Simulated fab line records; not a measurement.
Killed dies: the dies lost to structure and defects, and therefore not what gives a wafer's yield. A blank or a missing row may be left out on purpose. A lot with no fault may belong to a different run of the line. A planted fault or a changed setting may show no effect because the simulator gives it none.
Lot-split experiment | flow n5_finfet | 21 wafers read from 7 lots, route of 1938 steps

== SPLIT DETAILS ==
At N5_BEOL_M12_COAT_04 (resist thk 400 nm), the setting spin_rpm was moved away from the recipe's 1625 rpm on 9 of the 21 wafers read, by -11.1% to +10.7%. This setting was run at the recipe's value on the other wafers.

== FROM THE SPLIT TO THE READING: what the file shows between them, 5 steps ==
- N5_BEOL_M12_PEB_08: peb time 90 s (also split here: peb_time_s)
- N5_BEOL_M12_DEVELOP_09: develop time 45 s
- N5_BEOL_M12_HARDBAKE_14: time 120 s
- N5_BEOL_M12_DESCUM_15: chemistry O2, time 7.9 s
- N5_BEOL_M12_ETCH_59: etches BARC in N2/H2, target depth 89 nm, overetch 26.7 nm, time 67.9 s

== THE READING ==
coat_of_BEOL_M12_COAT_04.thk_nm (the simulator's own value, which no gauge read), in nm, at N5_BEOL_M12_VIA_ETCH_16 (etches SiOC in C4F8/O2/Ar, target depth 724.8 nm). There is no usual value for it anywhere in the file. Average 123.6 nm, standard deviation 4.2 nm, over the 12 wafers here run with the recipe.

wafer  | tool, chamber at the split | spin_rpm as run, rpm | against the recipe | coat_of_BEOL_M12_COAT_04.thk_nm, nm | against lot-mates on the recipe
L077.1 | litho_track-01, 0          | 1445                 | -11.1%             | 148.2                               | +25.0
L077.5 | litho_track-01, 0          | 1625                 | recipe             | 123.2                               | -
L077.6 | litho_track-01, 0          | 1445                 | -11.1%             | 152.6                               | +29.4
L074.1 | litho_track-01, 0          | 1625                 | recipe             | 119.2                               | -
L074.3 | litho_track-01, 0          | 1625                 | recipe             | 123.2                               | -
L074.4 | litho_track-01, 0          | 1625                 | recipe             | 120.6                               | -
L079.3 | litho_track-05, 0          | 1625                 | recipe             | 131                                 | -
L079.4 | litho_track-05, 0          | 1799                 | +10.7%             | 104.6                               | -26.4
L079.5 | litho_track-05, 0          | 1799                 | +10.7%             | 107.4                               | -23.6
L083.1 | litho_track-02, 0          | 1625                 | recipe             | 129.6                               | -
L083.2 | litho_track-02, 0          | 1483                 | -8.7%              | 142.4                               | +14.9
L083.4 | litho_track-02, 0          | 1625                 | recipe             | 125.4                               | -
L091.2 | litho_track-05, 0          | 1676                 | +3.1%              | 114.6                               | -0.6
L091.5 | litho_track-05, 0          | 1625                 | recipe             | 115.2                               | -
L091.6 | litho_track-05, 0          | 1676                 | +3.1%              | 111.6                               | -3.6
L092.2 | litho_track-02, 0          | 1625                 | recipe             | 125.8                               | -
L092.3 | litho_track-02, 0          | 1625                 | recipe             | 125.8                               | -
L092.4 | litho_track-02, 0          | 1625                 | recipe             | 123.8                               | -
L094.1 | litho_track-02, 0          | 1711                 | +5.3%              | 114.4                               | -6.6
L094.3 | litho_track-02, 0          | 1625                 | recipe             | 121                                 | -
L094.6 | litho_track-02, 0          | 1711                 | +5.3%              | 105.6                               | -15.4

FIT RESULTS
A straight line over all 21 wafers: coat_of_BEOL_M12_COAT_04.thk_nm changes by -2.15 nm for each +1% of spin_rpm; r = -0.94; the points scatter about the line by 4.5 nm.
The same after taking each lot's own level away (the mean of its wafers on the recipe; 21 wafers): -2.24 nm for each +1%; r = -0.98; scatter 2.9 nm.
That fit puts the effect of the largest move of spin_rpm on the reading at 25 nm.
Measured against the standard deviation above, the lots' own levels, which go from 115.20 to 131.00 nm, span 3.8 times it.
The two slopes are in agreement: the lot-to-lot level therefore moves the slope only a little.
Check: +25.3 nm against its lot-mates is what the line predicts for one of the wafers moved furthest among these (-11.1%) when that wafer is left out of the fit. Against them it came out at +25 nm.

== THE OTHER SPLITS THESE WAFERS WENT THROUGH ==
Other splits were also applied to these wafers ahead of the reading. Each is held against what the fit with the lots' levels taken away leaves over:
other split on the same wafers | wafers away from the commonest value | r with coat_of_BEOL_M12_COAT_04.thk_nm (lot level and that fit taken away)
N5_BEOL_M8_ETCH_65 source_w    | 9                                    | -0.33
N5_BEOL_M9_PECVD_70 time_s     | 5                                    | -0.01
N5_BEOL_M10_COAT_63 spin_rpm   | 10                                   | +0.27
N5_BEOL_M10_COAT_64 spin_rpm   | 11                                   | -0.07
N5_BEOL_M11_COAT_05 spin_rpm   | 5                                    | +0.39
N5_BEOL_M12_PEB_08 peb_time_s  | 10                                   | +0.20

== THE WHOLE CHAIN: every reading that the file lists as answering this split, in the file's order ==
step                    | what it does                                     | reading                                                                          | change (the file's fit)              | r (the file's)
N5_BEOL_M12_COAT_04     | resist thk 400 nm                                | coat_of_BEOL_M12_COAT_04.thk_nm (the simulator's own value, which no gauge read) | -2.12 nm for each +1% of the setting | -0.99
N5_BEOL_M12_VIA_ETCH_16 | etches SiOC in C4F8/O2/Ar, target depth 724.8 nm | coat_of_BEOL_M12_COAT_04.thk_nm (the simulator's own value, which no gauge read) | -2.17 nm for each +1% of the setting | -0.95
N5_BEOL_M12_STRIP_63    | strips in N2/H2                                  | strip_time_to_endpoint_s                                                         | withheld for each +1% of the setting | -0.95

== FILE'S OWN FIT ==
coat_of_BEOL_M12_COAT_04.thk_nm changes by -2.17 nm for each +1% of spin_rpm, r = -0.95.
